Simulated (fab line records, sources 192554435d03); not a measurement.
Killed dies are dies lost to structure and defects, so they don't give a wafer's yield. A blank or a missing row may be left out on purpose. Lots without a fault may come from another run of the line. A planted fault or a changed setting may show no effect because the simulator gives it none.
A struck lot beside a sound one | flow n5_finfet | 16 steps out of a route of 1938
Sound: wafers L473.3, L473.4, L473.5. Struck: wafers L482.1, L482.4, L482.6. The cause comes at the end.
At each step with rows: each side's tool, then ch and its chambers, then its first start. Under that, the readings that differ: sound wafers | struck wafers | difference of the means | sigmas: that difference in standard deviations of wafers without a fault.
alike: readings whose means differ by less than 2 such deviations, and words and numbers that are the same on both sides. not compared: withheld readings, readings that some wafer has no value for, bounds like >300 that may hide the same value, and numbers for which the record gives no deviation and whose values overlap.
The two part at a step that has a row with sigmas, a row that says differs or no value, or rows on one side only. Numbers that don't overlap but have no deviation are shown without sigmas and don't part them. A reading that every wafer of one side lacks parts them only if that side has two wafers or more.

first, 4 steps without rows for these wafers: N5_BEOL_M4_SPUTTER_79 (material Cu, target thk 4.5 nm, time 8.29 s); N5_BEOL_M4_ANNEAL_80 (time 240 s); N5_BEOL_M4_SPUTTER_81 (material Cu, target thk 4.5 nm, time 8.29 s); N5_BEOL_M4_ANNEAL_82 (time 240 s).
N5_BEOL_M4_SPUTTER_86: material Cu, target thk 4.5 nm, time 8.29 s.
  sound on pvd_sputter-02, day 9 15:10; struck on pvd_sputter-03, day 11 18:50
  alike: chamber_pressure_pa, chuck_gas_flow_sccm, throttle_valve_pct
then, 1 step without rows for these wafers: N5_BEOL_M4_ANNEAL_87 (time 240 s).
N5_BEOL_M4_SPUTTER_88: material Cu, target thk 4.5 nm, time 8.29 s.
  sound on pvd_sputter-02, day 9 15:23; struck on pvd_sputter-03, day 11 19:04
  alike: chamber_pressure_pa, chuck_gas_flow_sccm, throttle_valve_pct
then, 1 step without rows for these wafers: N5_BEOL_M4_ANNEAL_89 (time 240 s).
N5_BEOL_M4_SPUTTER_90: material Cu, target thk 4.5 nm, time 8.29 s.
  sound on pvd_sputter-02, day 9 15:36; struck on pvd_sputter-03, day 11 19:17
  alike: chamber_pressure_pa, chuck_gas_flow_sccm, throttle_valve_pct
N5_BEOL_M4_ANNEAL_91: time 240 s.
  sound on pvd_sputter-02, day 9 15:41; struck on pvd_sputter-03, day 11 19:22
  alike: heater_power_w
then, 2 steps without rows for these wafers: N5_BEOL_M4_SPUTTER_92 (material Cu, target thk 4.5 nm, time 8.29 s); N5_BEOL_M4_ANNEAL_93 (time 240 s).
N5_BEOL_M4_SPUTTER_94: material Cu, target thk 4.5 nm, time 8.29 s.
  sound on pvd_sputter-02, day 9 16:02; struck on pvd_sputter-03, day 11 19:43
  no value came back on the struck wafers for chamber_pressure_pa (Pa), chuck_gas_flow_sccm (sccm), throttle_valve_pct (%); on the sound wafers chamber_pressure_pa (Pa) reads 0.06989 0.07009 0.07014
N5_BEOL_M4_ANNEAL_95: time 240 s.
  sound on pvd_sputter-02, day 9 16:07; struck on pvd_sputter-03, day 11 19:48
  alike: heater_power_w
N5_BEOL_M4_RC_MEAS_101:
  sound on prober-01 ch 0, day 9 17:41; struck on prober-02 ch 0, day 11 21:03
  alike: DIBL_N, DIBL_P, IOFF_N, IOFF_P, ION_N, ION_P, SS_N, SS_P, VT_N, VT_P
-- the record jumps here: 5 days lie between the struck wafers' starts before and after (it left off in module BEOL_M4 and takes up again in module PASSIVATION, whose first step shown is number 1936 of the route) --
N5_PASSIVATION_PROBE_49:
  sound on prober-01, day 14 08:02; struck on prober-02, day 16 11:47
  reading            | sound  | struck   | difference | sigmas
  killed_at_contacts | 5 10 1 | 22 12 15 | +11        | +2
  alike: defect_limited_yield, killed_at_M0_to_M3, killed_at_M4_up, killed_at_front_end, killed_at_other, killed_dies, killed_on_rim, killed_open, killed_short, sort_bin_5_function, sort_bin_6_memory, sort_n_pass, sort_yield_pct

WHERE THEY PART
First at N5_BEOL_M4_SPUTTER_94; last, within this record, at N5_PASSIVATION_PROBE_49.

WHY: what the simulator had put in
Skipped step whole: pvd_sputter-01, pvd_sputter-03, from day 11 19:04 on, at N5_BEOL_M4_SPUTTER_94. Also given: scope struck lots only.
